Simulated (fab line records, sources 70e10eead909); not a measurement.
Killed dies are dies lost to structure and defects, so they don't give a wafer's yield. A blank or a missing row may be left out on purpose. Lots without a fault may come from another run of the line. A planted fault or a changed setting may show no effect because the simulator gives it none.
Which tool did it? | flow nand_harc | 19 lots, 57 wafers sampled, at 6 steps of a route of 1159

WHAT THE GAUGES READ, wafer by wafer
The record holds no reading of a measuring or inspecting step that can be judged against a usual standard deviation.

WHICH TOOL RAN EACH LOT (tool, then ch and the chambers of the sampled wafers, then the start)
lot  | NHARC_P_M2_DESCUM_14               | NHARC_P_M2_ETCH_35                 | NHARC_P_M2_ETCH_28                            | NHARC_P_BONDPAD_ETCH_37            | NHARC_P_BONDPAD_ETCH_24                       | NHARC_A_ZERO_WELL_DESCUM_12
L075 | rie_diel-12 ch 0,2,3, day 6 18:50  | rie_diel-12 ch 0,1, day 6 18:56    | rie_diel-12 ch 0,1,2, day 6 23:42 or earlier  | rie_diel-02 ch 0,1,3, day 6 23:42  | rie_diel-02 ch 2,3, day 7 03:54 or earlier    | rie_diel-06 ch 1,3, day 7 03:54
L077 | rie_diel-03 ch 0,1,3, day 6 20:20  | rie_diel-03 ch 0,1, day 6 20:24    | rie_diel-03 ch 0,2,3, day 7 01:26 or earlier  | rie_diel-02 ch 0,2,3, day 7 01:26  | rie_diel-02 ch 1,2,3, day 7 05:26 or earlier  | rie_diel-06 ch 1,3, day 7 05:26
L078 | rie_diel-01 ch 0,1,2, day 7 04:05  | rie_diel-01 ch 0,3, day 7 04:10    | rie_diel-01 ch 1,2,3, day 7 08:49 or earlier  | rie_diel-05 ch 1,3, day 7 08:49    | rie_diel-05 ch 0,1,3, day 7 13:09 or earlier  | rie_diel-07 ch 0,2,3, day 7 13:09
L079 | rie_diel-01 ch 2,3, day 7 13:07    | rie_diel-01 ch 0,2,3, day 7 13:13  | rie_diel-01 ch 0,2,3, day 7 18:10 or earlier  | rie_diel-02 ch 0,2,3, day 7 18:10  | rie_diel-02 ch 2,3, day 7 22:12 or earlier    | rie_diel-08 ch 0,1,3, day 7 22:12
L080 | rie_diel-03 ch 1,2,3, day 7 15:56  | rie_diel-03 ch 0,2,3, day 7 16:01  | rie_diel-03 ch 1,2, day 7 21:07 or earlier    | rie_diel-02 ch 0,2,3, day 7 21:07  | rie_diel-02 ch 0,1,2, day 8 01:13 or earlier  | rie_diel-06 ch 0,1,3, day 8 01:13
L081 | rie_diel-12 ch 1,2,3, day 7 16:13  | rie_diel-12 ch 0,1,2, day 7 16:17  | rie_diel-01 ch 1,2,3, day 7 21:16 or earlier  | rie_diel-02 ch 1,2,3, day 7 21:16  | rie_diel-11 ch 0,1,3, day 8 01:24 or earlier  | rie_diel-07 ch 0,2,3, day 8 01:24
L084 | rie_diel-03 ch 2,3, day 8 07:02    | rie_diel-03 ch 1,2,3, day 8 07:07  | rie_diel-01 ch 1,2,3, day 8 12:05 or earlier  | rie_diel-02 ch 0,1,3, day 8 12:05  | rie_diel-05 ch 2,3, day 8 16:38 or earlier    | rie_diel-07 ch 0,2,3, day 8 16:38
L082 | rie_diel-01 ch 2,3, day 8 08:46    | rie_diel-01 ch 0,1,3, day 8 08:51  | rie_diel-12 ch 0,2,3, day 8 13:25 or earlier  | rie_diel-02 ch 0,3, day 8 13:25    | rie_diel-02 ch 1,3, day 8 13:56               | rie_diel-06 ch 1,2,3, day 8 17:29
L085 | rie_diel-01 ch 0,2,3, day 9 00:41  | rie_diel-01 ch 1,2, day 9 00:46    | rie_diel-01 ch 0,1,2, day 9 05:34 or earlier  | rie_diel-02 ch 0,1,2, day 9 05:34  | rie_diel-02 ch 1,3, day 9 09:37 or earlier    | rie_diel-07 ch 0,2,3, day 9 09:37
L087 | rie_diel-03 ch 1,2,3, day 9 09:59  | rie_diel-03 ch 0,1,3, day 9 10:03  | rie_diel-01 ch 0,1,3, day 9 10:39             | rie_diel-02 ch 0,2, day 9 14:51    | rie_diel-02 ch 0,1,3, day 9 18:48 or earlier  | rie_diel-08 ch 1,2, day 9 18:48
L086 | rie_diel-01 ch 0,1, day 9 11:18    | rie_diel-01 ch 0,1, day 9 11:25    | rie_diel-01 ch 0,3, day 9 16:02 or earlier    | rie_diel-02 ch 1,2,3, day 9 16:02  | rie_diel-05 ch 2,3, day 9 20:02 or earlier    | rie_diel-06 ch 1,2,3, day 9 20:02
L088 | rie_diel-01 ch 1,2,3, day 10 04:43 | rie_diel-01 ch 0,1,3, day 10 04:48 | rie_diel-01 ch 1,2,3, day 10 10:06 or earlier | rie_diel-02 ch 0,1,2, day 10 10:06 | rie_diel-02 ch 0,1,3, day 10 13:55 or earlier | rie_diel-06 ch 0,1,2, day 10 13:55
L089 | rie_diel-01 ch 0,2,3, day 10 08:35 | rie_diel-01 ch 0,1,2, day 10 08:40 | rie_diel-01 ch 0,1, day 10 13:23 or earlier   | rie_diel-02 ch 1,2, day 10 13:23   | rie_diel-02 ch 0,1,2, day 10 17:20 or earlier | rie_diel-06 ch 2,3, day 10 17:20
L090 | rie_diel-01 ch 0,1,2, day 10 09:24 | rie_diel-01 ch 0,1,2, day 10 09:30 | rie_diel-03 ch 0,1,2, day 10 14:08 or earlier | rie_diel-02 ch 0,2, day 10 14:08   | rie_diel-02 ch 2,3, day 10 18:14 or earlier   | rie_diel-06 ch 0,1,2, day 10 18:14
L091 | rie_diel-01 ch 0,3, day 10 10:07   | rie_diel-01 ch 0,1, day 10 10:13   | rie_diel-03 ch 0,2, day 10 14:53 or earlier   | rie_diel-11 ch 2,3, day 10 14:53   | rie_diel-02 ch 0,1,3, day 10 18:43 or earlier | rie_diel-08 ch 2,3, day 10 18:43
L092 | rie_diel-01 ch 0,1,3, day 10 14:53 | rie_diel-01 ch 0,1,3, day 10 14:59 | rie_diel-01 ch 0,1,2, day 10 19:26 or earlier | rie_diel-02 ch 0,1,2, day 10 19:26 | rie_diel-02 ch 0,2,3, day 10 23:34 or earlier | rie_diel-06 ch 0,1,3, day 10 23:34
L094 | rie_diel-01 ch 0,2, day 11 13:58   | rie_diel-01 ch 0,1, day 11 14:02   | rie_diel-01 ch 0,1, day 11 18:40 or earlier   | rie_diel-02 ch 1,2,3, day 11 18:40 | rie_diel-02 ch 1,3, day 11 22:37 or earlier   | rie_diel-08 ch 1,2, day 11 22:37
L096 | rie_diel-01 ch 0,2, day 11 15:34   | rie_diel-01 ch 1,2, day 11 15:39   | rie_diel-03 ch 0,1,3, day 11 20:53 or earlier | rie_diel-05 ch 1,3, day 11 20:53   | rie_diel-02 ch 0,1,3, day 12 00:53 or earlier | rie_diel-08 ch 0,1,3, day 12 00:53
L097 | rie_diel-12 ch 0,1,2, day 11 15:56 | rie_diel-12 ch 0,1,2, day 11 16:01 | rie_diel-01 ch 0,1,3, day 11 21:23 or earlier | rie_diel-11 ch 1,3, day 11 21:23   | rie_diel-02 ch 0,1,2, day 12 01:30 or earlier | rie_diel-08 ch 2,3, day 12 01:30
- NHARC_P_M2_DESCUM_14: chemistry O2, time 3 s.
- NHARC_P_M2_ETCH_35: etches the open film in N2/H2, target depth 40 nm, overetch 12 nm, time 43.94 s.
- NHARC_P_M2_ETCH_28: etches the open film in CF4/N2, target depth 30 nm, time 72.99 s.
- NHARC_P_BONDPAD_ETCH_37: etches the open film in N2/H2, target depth 60 nm, overetch 18 nm, time 65.91 s.
- NHARC_P_BONDPAD_ETCH_24: etches the open film in CF4/N2, target depth 30 nm, time 72.99 s.
- NHARC_A_ZERO_WELL_DESCUM_12: chemistry O2, time 3 s.

WHAT THE TOOLS THEMSELVES READ (means of the sampled wafers that have a number; where no wafer has one, the mark that the record gives instead)
NHARC_P_M2_DESCUM_14. Usual: drypump_motor_current_A 5.8 A, standard deviation 0.37; oes_product_au 0.995 a.u., standard deviation 0.014; rf_vpp_V 57.9 V, standard deviation 0.91; showerhead_plenum_p_Torr 1.92 Torr, standard deviation 0.092; throttle_valve_pct 11.312 %, standard deviation 0.0094.
lot  | tool        | drypump_motor_current_A (A) | oes_product_au (a.u.) | rf_vpp_V (V) | showerhead_plenum_p_Torr (Torr) | throttle_valve_pct (%) | flag
L075 | rie_diel-12 | 5.6                         | 1.004                 | 57.6         | 1.95                            | 11.315                 |
L077 | rie_diel-03 | 6.2                         | 0.988                 | 57.3         | 1.86                            | 11.310                 |
L078 | rie_diel-01 | 5.6                         | 0.999                 | 58.6         | 1.95                            | 11.305                 |
L079 | rie_diel-01 | 5.7                         | 0.981                 | 57.9         | 1.85                            | 11.310                 |
L080 | rie_diel-03 | 6.1                         | 0.984                 | 58.3         | 1.90                            | 11.309                 |
L081 | rie_diel-12 | 5.6                         | 1.008                 | 57.4         | 1.86                            | 11.316                 |
L084 | rie_diel-03 | 5.9                         | 0.983                 | 57.7         | 1.98                            | 11.302                 |
L082 | rie_diel-01 | 6.0                         | 0.992                 | 57.9         | 1.83                            | 11.311                 |
L085 | rie_diel-01 | 5.9                         | 0.986                 | 58.0         | 1.91                            | 11.313                 |
L087 | rie_diel-03 | 6.1                         | 0.988                 | 57.4         | 1.89                            | 11.310                 |
L086 | rie_diel-01 | 5.6                         | 1.006                 | 58.5         | 1.98                            | 11.322                 |
L088 | rie_diel-01 | 5.7                         | 0.997                 | 57.8         | 1.87                            | 11.310                 |
L089 | rie_diel-01 | 5.9                         | 1.001                 | 57.3         | 1.91                            | 11.316                 |
L090 | rie_diel-01 | 5.6                         | 0.996                 | 58.1         | 1.95                            | 11.310                 |
L091 | rie_diel-01 | 6.1                         | 1.006                 | 58.1         | 1.96                            | 11.314                 |
L092 | rie_diel-01 | 5.9                         | 1.009                 | 57.9         | 1.93                            | 11.322                 |
L094 | rie_diel-01 | 5.6                         | 0.977                 | 58.6         | 1.93                            | 11.314                 |
L096 | rie_diel-01 | 5.8                         | 0.990                 | 58.2         | 1.98                            | 11.304                 |
L097 | rie_diel-12 | 5.8                         | 0.980                 | 57.1         | 1.96                            | 11.315                 |

NHARC_P_M2_ETCH_35. Usual: drypump_motor_current_A 5.8 A, standard deviation 0.4; h2_flow_sccm 149.9 sccm, standard deviation 0.49; oes_product_au 0.995 a.u., standard deviation 0.013; rf_vpp_V 430.5 V, standard deviation 2.8; showerhead_plenum_p_Torr 2.04 Torr, standard deviation 0.097; throttle_valve_pct 14.171 %, standard deviation 0.0084.
lot  | tool        | drypump_motor_current_A (A) | h2_flow_sccm (sccm) | oes_product_au (a.u.) | rf_vpp_V (V) | showerhead_plenum_p_Torr (Torr) | throttle_valve_pct (%) | flag
L075 | rie_diel-12 | 6.0                         | 150.1               | 1.012                 | 428.1        | 1.98                            | 14.174                 |
L077 | rie_diel-03 | 6.0                         | 149.4               | 0.993                 | 428.3        | 1.96                            | 14.168                 |
L078 | rie_diel-01 | 6.1                         | 149.1               | 1.000                 | 431.9        | 2.10                            | 14.163                 |
L079 | rie_diel-01 | 5.9                         | 150.0               | 1.002                 | 430.4        | 2.03                            | 14.167                 |
L080 | rie_diel-03 | 6.0                         | 150.0               | 0.984                 | 430.3        | 2.06                            | 14.168                 |
L081 | rie_diel-12 | 5.8                         | 150.3               | 1.010                 | 429.4        | 1.99                            | 14.177                 |
L084 | rie_diel-03 | 6.1                         | 149.7               | 0.989                 | 429.3        | 2.02                            | 14.164                 |
L082 | rie_diel-01 | 5.9                         | 150.0               | 1.001                 | 431.3        | 2.06                            | 14.167                 |
L085 | rie_diel-01 | 5.4                         | 150.0               | 0.981                 | 430.0        | 2.02                            | 14.177                 |
L087 | rie_diel-03 | 6.2                         | 149.7               | 1.006                 | 429.8        | 1.98                            | 14.173                 |
L086 | rie_diel-01 | 5.6                         | 149.8               | 1.002                 | 432.6        | 2.11                            | 14.179                 |
L088 | rie_diel-01 | 5.9                         | 150.1               | 1.005                 | 430.4        | 2.06                            | 14.174                 |
L089 | rie_diel-01 | 5.6                         | 150.3               | 0.994                 | 431.2        | 2.08                            | 14.166                 |
L090 | rie_diel-01 | 5.6                         | 149.7               | 1.000                 | 430.7        | 2.08                            | 14.179                 |
L091 | rie_diel-01 | 5.8                         | 150.3               | 0.999                 | 433.1        | 2.14                            | 14.179                 |
L092 | rie_diel-01 | 5.9                         | 150.2               | 1.003                 | 430.6        | 2.06                            | 14.172                 |
L094 | rie_diel-01 | 5.6                         | 149.8               | 1.002                 | 432.2        | 2.11                            | 14.175                 |
L096 | rie_diel-01 | 5.4                         | 149.8               | 0.979                 | 430.2        | 2.02                            | 14.171                 |
L097 | rie_diel-12 | 5.8                         | 150.6               | 0.980                 | 431.6        | 2.09                            | 14.172                 |

NHARC_P_M2_ETCH_28. Usual: drypump_motor_current_A 5.9 A, standard deviation 0.37; oes_product_au 0.996 a.u., standard deviation 0.012; rf_vpp_V 314.2 V, standard deviation 2.2; showerhead_plenum_p_Torr 2.63 Torr, standard deviation 0.12; throttle_valve_pct 19.794 %, standard deviation 0.0093.
lot  | tool        | drypump_motor_current_A (A) | oes_product_au (a.u.) | rf_vpp_V (V) | showerhead_plenum_p_Torr (Torr) | throttle_valve_pct (%) | flag
L075 | rie_diel-12 | 5.8                         | 1.009                 | 313.3        | 2.57                            | 19.798                 |
L077 | rie_diel-03 | 6.1                         | 0.988                 | 315.3        | 2.66                            | 19.784                 |
L078 | rie_diel-01 | 5.7                         | 1.001                 | 313.3        | 2.57                            | 19.797                 |
L079 | rie_diel-01 | 5.9                         | 0.992                 | 313.8        | 2.62                            | 19.795                 |
L080 | rie_diel-03 | 5.9                         | 0.985                 | 313.7        | 2.58                            | 19.794                 |
L081 | rie_diel-01 | 5.7                         | 0.992                 | 312.7        | 2.57                            | 19.797                 |
L084 | rie_diel-01 | 5.7                         | 0.999                 | 312.8        | 2.57                            | 19.799                 |
L082 | rie_diel-12 | 5.7                         | 0.985                 | 315.0        | 2.66                            | 19.794                 |
L085 | rie_diel-01 | 5.6                         | 0.992                 | 315.0        | 2.68                            | 19.787                 |
L087 | rie_diel-01 | 5.9                         | 1.005                 | 314.1        | 2.65                            | 19.789                 |
L086 | rie_diel-01 | 6.2                         | 1.012                 | 314.2        | 2.59                            | 19.789                 |
L088 | rie_diel-01 | 5.7                         | 1.007                 | 313.2        | 2.57                            | 19.787                 |
L089 | rie_diel-01 | 5.6                         | 1.001                 | 315.3        | 2.71                            | 19.792                 |
L090 | rie_diel-03 | 5.8                         | 0.997                 | 313.8        | 2.62                            | 19.800                 |
L091 | rie_diel-03 | 5.8                         | 0.991                 | 315.6        | 2.66                            | 19.799                 |
L092 | rie_diel-01 | 5.6                         | 0.984                 | 314.3        | 2.68                            | 19.803                 |
L094 | rie_diel-01 | 5.8                         | 1.003                 | 316.6        | 2.75                            | 19.797                 |
L096 | rie_diel-03 | 6.2                         | 0.991                 | 312.0        | 2.55                            | 19.799                 |
L097 | rie_diel-01 | 5.9                         | 1.005                 | 313.4        | 2.65                            | 19.796                 |

NHARC_P_BONDPAD_ETCH_37. Usual: drypump_motor_current_A 5.7 A, standard deviation 0.65; h2_flow_sccm 150.0 sccm, standard deviation 0.4; oes_product_au 1.001 a.u., standard deviation 0.01; rf_vpp_V 431.0 V, standard deviation 3; showerhead_plenum_p_Torr 2.06 Torr, standard deviation 0.1; throttle_valve_pct 14.171 %, standard deviation 0.0099.
lot  | tool        | drypump_motor_current_A (A) | h2_flow_sccm (sccm) | oes_product_au (a.u.) | rf_vpp_V (V) | showerhead_plenum_p_Torr (Torr) | throttle_valve_pct (%) | flag
L075 | rie_diel-02 | 5.6                         | 149.8               | 1.009                 | 430.6        | 2.05                            | 14.165                 |
L077 | rie_diel-02 | 5.9                         | 149.8               | 1.000                 | 432.6        | 2.07                            | 14.169                 |
L078 | rie_diel-05 | 6.0                         | 150.0               | 1.009                 | 428.3        | 1.99                            | 14.172                 |
L079 | rie_diel-02 | 5.9                         | 150.0               | 1.004                 | 430.9        | 2.07                            | 14.177                 |
L080 | rie_diel-02 | 5.9                         | 150.1               | 1.003                 | 431.8        | 2.07                            | 14.170                 |
L081 | rie_diel-02 | 6.0                         | 150.5               | 1.002                 | 433.7        | 2.13                            | 14.170                 |
L084 | rie_diel-02 | 5.6                         | 150.0               | 1.000                 | 431.5        | 2.05                            | 14.178                 |
L082 | rie_diel-02 | 6.1                         | 149.7               | 1.005                 | 430.2        | 2.04                            | 14.176                 |
L085 | rie_diel-02 | 5.5                         | 149.9               | 1.005                 | 431.4        | 2.07                            | 14.175                 |
L087 | rie_diel-02 | 5.8                         | 149.9               | 0.996                 | 430.8        | 2.08                            | 14.176                 |
L086 | rie_diel-02 | 6.0                         | 150.2               | 0.995                 | 433.1        | 2.13                            | 14.168                 |
L088 | rie_diel-02 | 5.5                         | 150.2               | 1.002                 | 430.8        | 2.07                            | 14.175                 |
L089 | rie_diel-02 | 5.9                         | 150.0               | 1.007                 | 433.3        | 2.15                            | 14.176                 |
L090 | rie_diel-02 | 5.8                         | 150.0               | 1.019                 | 431.8        | 2.08                            | 14.165                 |
L091 | rie_diel-11 | 6.4                         | 150.1               | 0.993                 | 430.2        | 2.02                            | 14.163                 |
L092 | rie_diel-02 | 5.5                         | 150.2               | 1.015                 | 431.0        | 2.07                            | 14.172                 |
L094 | rie_diel-02 | 6.0                         | 150.1               | 1.000                 | 432.4        | 2.13                            | 14.173                 |
L096 | rie_diel-05 | 6.0                         | 150.0               | 0.991                 | 429.0        | 1.97                            | 14.169                 |
L097 | rie_diel-11 | 6.0                         | 149.8               | 1.003                 | 431.9        | 2.10                            | 14.168                 |

NHARC_P_BONDPAD_ETCH_24. Usual: drypump_motor_current_A 5.7 A, standard deviation 0.66; oes_product_au 1.001 a.u., standard deviation 0.011; rf_vpp_V 314.3 V, standard deviation 2; showerhead_plenum_p_Torr 2.63 Torr, standard deviation 0.12; throttle_valve_pct 19.793 %, standard deviation 0.009.
lot  | tool        | drypump_motor_current_A (A) | oes_product_au (a.u.) | rf_vpp_V (V) | showerhead_plenum_p_Torr (Torr) | throttle_valve_pct (%) | flag
L075 | rie_diel-02 | 6.5                         | 0.988                 | 316.7        | 2.73                            | 19.804                 |
L077 | rie_diel-02 | 6.0                         | 1.006                 | 316.4        | 2.74                            | 19.793                 |
L078 | rie_diel-05 | 5.6                         | 1.006                 | 312.8        | 2.56                            | 19.789                 |
L079 | rie_diel-02 | 6.5                         | 0.987                 | 316.1        | 2.73                            | 19.789                 |
L080 | rie_diel-02 | 5.5                         | 1.009                 | 314.2        | 2.67                            | 19.792                 |
L081 | rie_diel-11 | 6.0                         | 1.003                 | 314.1        | 2.61                            | 19.790                 |
L084 | rie_diel-05 | 6.4                         | 1.005                 | 311.9        | 2.49                            | 19.797                 |
L082 | rie_diel-02 | 5.7                         | 1.002                 | 315.5        | 2.72                            | 19.795                 |
L085 | rie_diel-02 | 5.7                         | 0.995                 | 315.6        | 2.72                            | 19.795                 |
L087 | rie_diel-02 | 5.6                         | 1.010                 | 314.3        | 2.64                            | 19.794                 |
L086 | rie_diel-05 | 6.2                         | 0.995                 | 312.5        | 2.50                            | 19.792                 |
L088 | rie_diel-02 | 5.6                         | 1.005                 | 314.4        | 2.64                            | 19.793                 |
L089 | rie_diel-02 | 5.5                         | 1.004                 | 315.2        | 2.66                            | 19.794                 |
L090 | rie_diel-02 | 6.5                         | 0.988                 | 315.8        | 2.72                            | 19.788                 |
L091 | rie_diel-02 | 5.6                         | 1.005                 | 313.9        | 2.64                            | 19.796                 |
L092 | rie_diel-02 | 5.9                         | 1.009                 | 313.7        | 2.65                            | 19.792                 |
L094 | rie_diel-02 | 5.7                         | 1.004                 | 315.8        | 2.72                            | 19.788                 |
L096 | rie_diel-02 | 5.6                         | 1.003                 | 314.0        | 2.64                            | 19.790                 |
L097 | rie_diel-02 | 5.5                         | 1.004                 | 314.8        | 2.66                            | 19.795                 |

NHARC_A_ZERO_WELL_DESCUM_12. Usual: drypump_motor_current_A 5.8 A, standard deviation 0.48; oes_product_au 1.000 a.u., standard deviation 0.012; rf_vpp_V 58.0 V, standard deviation 0.95; showerhead_plenum_p_Torr 1.93 Torr, standard deviation 0.06; throttle_valve_pct 11.312 %, standard deviation 0.0098.
lot  | tool        | drypump_motor_current_A (A) | oes_product_au (a.u.) | rf_vpp_V (V) | showerhead_plenum_p_Torr (Torr) | throttle_valve_pct (%) | flag
L075 | rie_diel-06 | 5.7                         | 0.997                 | 57.1         | 1.95                            | 11.307                 |
L077 | rie_diel-06 | 5.4                         | 0.986                 | 57.4         | 1.95                            | 11.303                 |
L078 | rie_diel-07 | 5.9                         | 0.999                 | 58.5         | 1.90                            | 11.304                 |
L079 | rie_diel-08 | 5.8                         | 1.003                 | 57.6         | 1.96                            | 11.312                 |
L080 | rie_diel-06 | 5.7                         | 0.993                 | 57.8         | 1.91                            | 11.313                 |
L081 | rie_diel-07 | 5.9                         | 1.011                 | 57.7         | 1.90                            | 11.316                 |
L084 | rie_diel-07 | 5.9                         | 1.003                 | 58.2         | 1.90                            | 11.309                 |
L082 | rie_diel-06 | 5.5                         | 1.002                 | 57.5         | 1.96                            | 11.302                 |
L085 | rie_diel-07 | 5.9                         | 1.007                 | 58.2         | 1.90                            | 11.309                 |
L087 | rie_diel-08 | 5.5                         | 0.997                 | 57.4         | 1.88                            | 11.312                 |
L086 | rie_diel-06 | 5.5                         | 1.002                 | 58.1         | 1.96                            | 11.307                 |
L088 | rie_diel-06 | 5.5                         | 1.015                 | 58.3         | 1.91                            | 11.326                 |
L089 | rie_diel-06 | 5.5                         | 1.009                 | 58.6         | 1.96                            | 11.308                 |
L090 | rie_diel-06 | 5.4                         | 1.005                 | 57.9         | 1.91                            | 11.314                 |
L091 | rie_diel-08 | 6.3                         | 0.995                 | 58.8         | 1.96                            | 11.314                 |
L092 | rie_diel-06 | 5.7                         | 1.000                 | 56.9         | 1.91                            | 11.303                 |
L094 | rie_diel-08 | 5.5                         | 0.999                 | 58.1         | 1.88                            | 11.305                 |
L096 | rie_diel-08 | 5.7                         | 0.998                 | 59.0         | 1.96                            | 11.315                 |
L097 | rie_diel-08 | 6.3                         | 0.981                 | 57.6         | 1.90                            | 11.322                 |

THE ANSWER, worked out from the rows above alone
Rule: a lot is off if the mean of its wafers that have a number lies more than 3 standard deviations from the usual mean. A lot without any number at a reading at which 4 lots or more have one is off too. The other lots that the step has rows for count as sound. The gauges are gone through in route order, then the tools' own readings, and for those a lot's mean is taken as printed above. The first step at which some lot is off is used, and at that step the reading that is off furthest; a lot without a number counts as furthest.
No lot is off at any reading shown: from this, nothing can be told.

WHAT THE SIMULATOR HAD PUT IN
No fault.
